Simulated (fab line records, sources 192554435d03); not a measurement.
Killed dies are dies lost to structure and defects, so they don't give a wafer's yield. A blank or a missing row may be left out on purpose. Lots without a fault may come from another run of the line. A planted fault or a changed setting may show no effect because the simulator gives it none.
Which tool did it? | flow n5_finfet | 11 lots, 33 wafers sampled, at 5 steps of a route of 1938

WHAT THE GAUGES READ, wafer by wafer
N5_BEOL_M1_OVL_MEAS_12.
lot  | measured     | on         | M1_OVL (nm)
L075 | day 6 08:14  | overlay-01 | 0.1 1.1 0.3
L077 | day 6 19:33  | overlay-02 | -0.6 -0.8 -0.7
L079 | day 7 14:40  | overlay-01 | -0.4 -0.9 -0.6
L081 | day 7 21:08  | overlay-01 | 1.0 0.2 0.9
L084 | day 8 21:48  | overlay-02 | 0.6 0.3 1.3
L086 | day 9 14:02  | overlay-01 | -1.4 -1.1 0.0
L089 | day 9 23:46  | overlay-02 | -0.3 -0.6 -0.4
L091 | day 10 10:54 | overlay-01 | 0.9 2.2 0.7
L093 | day 11 00:16 | overlay-02 | 0.1 -0.1 -0.6
L095 | day 11 10:59 | overlay-02 | -0.4 0.4 0.1
L097 | day 12 00:28 | overlay-01 | -0.8 -0.1 -0.7

WHICH TOOL RAN EACH LOT (tool, then ch and the chambers of the sampled wafers, then the start)
lot  | N5_BEOL_M0_ETCH_138                | N5_BEOL_M0_TRENCH_ETCH_107         | N5_BEOL_M0_ALD_136                  | N5_BEOL_M0_SPUTTER_141
L075 | rie_diel-06 ch 2,3, day 6 00:50    | rie_diel-02 ch 2,3, day 6 01:23    | ald_metal-02 ch 0,1,3, day 6 01:55  | pvd_sputter-03, day 6 04:13
L077 | rie_diel-02 ch 0,3, day 6 10:56    | rie_diel-02 ch 0,1,3, day 6 11:44  | ald_metal-02 ch 0,3, day 6 12:29    | pvd_sputter-03, day 6 15:04
L079 | rie_diel-06 ch 2,3, day 7 06:02    | rie_diel-02 ch 1,3, day 7 08:27    | ald_metal-02 ch 0,2,3, day 7 09:11  | pvd_sputter-02, day 7 10:03
L081 | rie_diel-02 ch 0,2,3, day 7 11:07  | rie_diel-02 ch 0,1,3, day 7 14:49  | ald_metal-01 ch 0,1, day 7 15:39    | pvd_sputter-03, day 7 18:27
L084 | rie_diel-06 ch 0,3, day 8 11:23    | rie_diel-02 ch 0,1,3, day 8 12:45  | ald_metal-01 ch 0,1,2, day 8 14:53  | pvd_sputter-02, day 8 16:08
L086 | rie_diel-06 ch 0,2,3, day 9 02:26  | rie_diel-02 ch 2,3, day 9 09:05    | ald_metal-03 ch 1,3, day 9 09:43    | pvd_sputter-03, day 9 10:38
L089 | rie_diel-02 ch 1,2,3, day 9 16:58  | rie_diel-06 ch 0,3, day 9 18:18    | ald_metal-01 ch 1,3, day 9 19:08    | pvd_sputter-01, day 9 20:01
L091 | rie_diel-02 ch 0,1,2, day 10 02:16 | rie_diel-06 ch 0,1,3, day 10 04:35 | ald_metal-03 ch 0,2,3, day 10 06:08 | pvd_sputter-03, day 10 07:01
L093 | rie_diel-02 ch 0,1,3, day 10 14:27 | rie_diel-06 ch 1,2,3, day 10 18:26 | ald_metal-02 ch 0,1,3, day 10 19:13 | pvd_sputter-02, day 10 21:55
L095 | rie_diel-02 ch 0,1,3, day 11 00:50 | rie_diel-06 ch 0,1,2, day 11 03:43 | ald_metal-02 ch 0,1,2, day 11 04:54 | pvd_sputter-02, day 11 07:27
L097 | rie_diel-01 ch 0,2,3, day 11 17:05 | rie_diel-01 ch 1,2, day 11 17:43   | ald_metal-01 ch 1,2,3, day 11 18:43 | pvd_sputter-03, day 11 19:33
- N5_BEOL_M0_ETCH_138: etches SiCN in CH3F/O2, target depth 12 nm, time 31.6 s.
- N5_BEOL_M0_TRENCH_ETCH_107: etches SiOC in C4F6/O2, target depth 32.8 nm, time 16.4 s.
- N5_BEOL_M0_ALD_136: deposits TaN, pulse time 2 s, purge time 3 s, co reactant purge time 2 s.
- N5_BEOL_M0_SPUTTER_141: material Cu, target thk 4 nm, time 7.37 s.

THE ANSWER, worked out from the rows above alone
Rule: what is usual is taken from the lots themselves. Put in order of their means at a reading, lots are off if they are a third of the lots or fewer, leave a main group of 4 or more, and stand apart from it by a gap of 3 or more times the standard deviation of the main group's means; of several such gaps the widest counts. A main group whose means are all the same, to the digits that the tables above print for the reading, isn't used. A lot without any number at a reading at which 4 lots or more have one is off too. The other lots that the step has rows for count as sound.
No lot is off at any reading shown: from this, nothing can be told.

WHAT THE SIMULATOR HAD PUT IN
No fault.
